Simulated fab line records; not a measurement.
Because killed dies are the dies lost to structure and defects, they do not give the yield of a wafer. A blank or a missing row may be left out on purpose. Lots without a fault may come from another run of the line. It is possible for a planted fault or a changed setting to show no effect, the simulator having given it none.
Matching of chambers	flow nand_harc	3 sister chambers for NHARC_P_M1_DEP_33 on pecvd-01
The step deposits SiCN, target thk 30 nm. 16 wafers are shown with their chamber, then 8 later ones without.

## WAFERS WITH THEIR CHAMBER
wafer	chamber	heater_power_w (W)
L074.1	1	549
L074.5	1	544
L074.6	2	551
L078.2	0	636
L078.4	2	534
L078.5	1	519
L077.2	0	602
L077.3	1	610
L077.4	0	594
L079.1	0	547
L079.4	2	524
L079.5	1	592
L080.3	0	523
L080.5	1	585
L080.6	2	589
L085.1	1	619

SIGNATURES (means of the wafers above)
reading	chamber 0	chamber 1	chamber 2	scatter within a chamber
heater_power_w	580.40	574.00	549.50	38.2
Rule: a wafer lies at a distance from a chamber equal to the root of the sum of squares, over the readings, of (its reading less the chamber's mean, divided by the reading's scatter). If the next closest chamber is less than 2 further off than the closest, the wafer can't be placed; otherwise it belongs to the closest. The scatter is the square root of a quotient: the sum, over the shown wafers, of each reading's squared deviation from its chamber's mean, divided by wafers minus chambers.

## WAFERS MISSING THEIR CHAMBER
wafer	heater_power_w (W)
L085.3	576
L085.4	575
L091.3	644
L091.4	611
L091.6	570
L096.1	570
L096.4	627
L096.6	551

## THE CHAMBER EACH PASSED THROUGH
wafer	from the rows above	in truth
L085.3	can't be placed: 1 or 0 or 2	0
L085.4	can't be placed: 1 or 0 or 2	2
L091.3	can't be placed: 0 or 1 or 2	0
L091.4	can't be placed: 0 or 1 or 2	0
L091.6	can't be placed: 1 or 0 or 2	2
L096.1	can't be placed: 1 or 0 or 2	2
L096.4	can't be placed: 0 or 1 or 2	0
L096.6	can't be placed: 2 or 1 or 0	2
Placed correctly: 0 of 8. Not placeable from these rows: 8 (in 8, the candidates include the true chamber). Number placed wrongly: 0.
